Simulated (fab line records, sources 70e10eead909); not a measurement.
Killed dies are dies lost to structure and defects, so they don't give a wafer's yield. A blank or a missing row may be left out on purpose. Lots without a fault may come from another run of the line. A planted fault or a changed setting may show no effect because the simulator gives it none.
One fault seen from 2 desks | flow nand_harc | each desk has only its own numbers; what lay behind them comes last

THE METROLOGY DESK
What the gauges read, lot by lot, whatever tool the lot ran on: means of the sampled wafers that have a number. A lot is out of limits, marked OUT, if its mean lies more than 4 standard deviations from the usual mean; the brackets give that distance.
Columns: A = cd_nm at NHARC_THIN_TSV_CD_MEAS_12, usual 1000.0 nm
lot  | first seen here | A
L484 | day 24 00:38    | 1000.2
L486 | day 24 06:32    | 1002.8
L485 | day 24 07:45    | 1000.5
L488 | day 25 17:55    | 1001.6
L489 | day 27 00:31    | 1000.2
L492 | day 27 23:46    | 1000.6
L494 | day 28 00:58    | 1000.2
L498 | day 29 18:00    | 999.7
L499 | day 29 19:13    | 999.7
L500 | day 30 22:41    | 997.2
L502 | day 31 09:52    | 1000.7
L503 | day 31 16:43    | 1000.6
L506 | day 32 21:22    | 999.6
This desk's finding: nothing out of limits on any of the 13 lots.

THE TOOL OWNER'S DESK: pvd_sputter-02
The tool's own readings at NHARC_P_M0_PVD_20 (deposits TaN, target thk 5 nm, time 8.06 s): means of the sampled wafers that have a number, for each lot that ran on this tool. A lot is out of limits, marked OUT, if its mean lies more than 4 standard deviations from the usual mean; the brackets give that distance.
Columns: A = cathode_dc_power_W at NHARC_P_M0_PVD_20, usual 15000 W; B = throttle_valve_pct at NHARC_P_M0_PVD_20, usual 30.1 %
lot  | first seen here | A     | B
L484 | day 6 13:32     | 14999 | 31.2
L485 | day 6 16:44     | 15003 | 30.4
L486 | day 7 08:41     | 15000 | 30.5
L488 | day 8 03:25     | 14999 | 30.5
L489 | day 8 18:07     | 15000 | 30.2
L492 | day 10 02:32    | 15000 | 31.1
L494 | day 10 17:15    | 15000 | 29.9
L500 | day 13 07:11    | 15001 | 30.5
L503 | day 14 05:29    | 14999 | 30.4
L506 | day 15 17:29    | 15001 | 30.6
This desk's finding: nothing out of limits on any of the 10 lots.

PUT TOGETHER
The metrology desk saw nothing out of limits.
The tool owner's desk saw nothing out of limits.

WHAT THE SIMULATOR HAD PUT IN
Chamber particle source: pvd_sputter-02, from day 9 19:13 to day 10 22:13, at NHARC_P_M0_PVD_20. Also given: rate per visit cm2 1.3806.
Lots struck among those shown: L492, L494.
